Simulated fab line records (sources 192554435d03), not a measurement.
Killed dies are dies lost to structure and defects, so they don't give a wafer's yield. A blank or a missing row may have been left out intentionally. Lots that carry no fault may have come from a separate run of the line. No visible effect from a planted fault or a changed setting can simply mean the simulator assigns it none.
Matching of chambers	flow n5-finfet	N5_STI_FIN_REVEAL_CMP_04 on cmp-02 has 4 sister chambers
The step polishes, stops on Si3N4, t overpolish 4 s, target thk 131.83 nm. 16 wafers are shown with their chamber, then 8 later ones without.

## WAFERS WITH THEIR CHAMBER
wafer	chamber	motor-current-A (A)	time-to-endpoint-s (s)	overpolish-run-s (s)
L078.2	1	7.7	94	4.005
L078.4	0	8.2	97	3.988
L078.5	2	8.7	96	3.998
L084.1	0	8.1	100	3.996
L084.5	0	8.3	104	4.001
L084.6	3	9.0	101	4.014
L086.1	3	8.8	103	4.003
L086.2	0	7.9	103	4.000
L086.4	2	8.5	103	4.004
L087.1	0	8.4	100	3.991
L087.2	2	8.3	101	4.006
L087.6	3	8.9	101	3.996
L093.1	1	7.8	100	3.995
L093.2	0	8.2	102	4.004
L093.3	2	8.8	100	4.006
L095.2	0	8.0	105	4.000

SIGNATURES, as means of the wafers listed above
reading	chamber 0	chamber 1	chamber 2	chamber 3	scatter within a chamber
motor-current-A	8.157	7.750	8.575	8.900	0.171
time-to-endpoint-s	101.57	97.00	100.00	101.67	2.77
overpolish-run-s	3.99714	4.00000	4.00350	4.00433	0.00618
Rule: for a wafer and a chamber, the distance is found by dividing, reading by reading, the gap between the wafer's reading and the chamber's mean by the reading's scatter, squaring, summing and taking the root. The wafer belongs to the nearest chamber; if the next one is less than 2 further off, it can't be placed. The scatter: take each reading less its chamber's mean, square it, sum over the shown wafers, divide by the number of wafers less the number of chambers, and take the root.

## WAFERS WITH NO CHAMBER GIVEN
wafer	motor-current-A (A)	time-to-endpoint-s (s)	overpolish-run-s (s)
L095.4	8.2	103	4.003
L095.5	9.8	106	4.001
L096.1	8.2	104	4.003
L096.2	8.3	101	4.021
L096.4	9.1	99	4.001
L097.4	8.7	102	3.984
L097.5	8.2	101	3.994
L097.6	9.1	102	4.007

## EACH ONE'S CHAMBER
wafer	from the rows above	in truth
L095.4	can't be placed: 0 or 2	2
L095.5	can't be placed: 3 or 2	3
L096.1	can't be placed: 0 or 2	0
L096.2	can't be placed: 2 or 0 or 3 or 1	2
L096.4	can't be placed: 3 or 2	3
L097.4	can't be placed: 2 or 3 or 0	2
L097.5	0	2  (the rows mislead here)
L097.6	can't be placed: 3 or 2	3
Correct placement for 0 of the 8. Not placeable from these rows: 7 (in 7, the candidates include the true chamber). Number placed wrongly: 1.
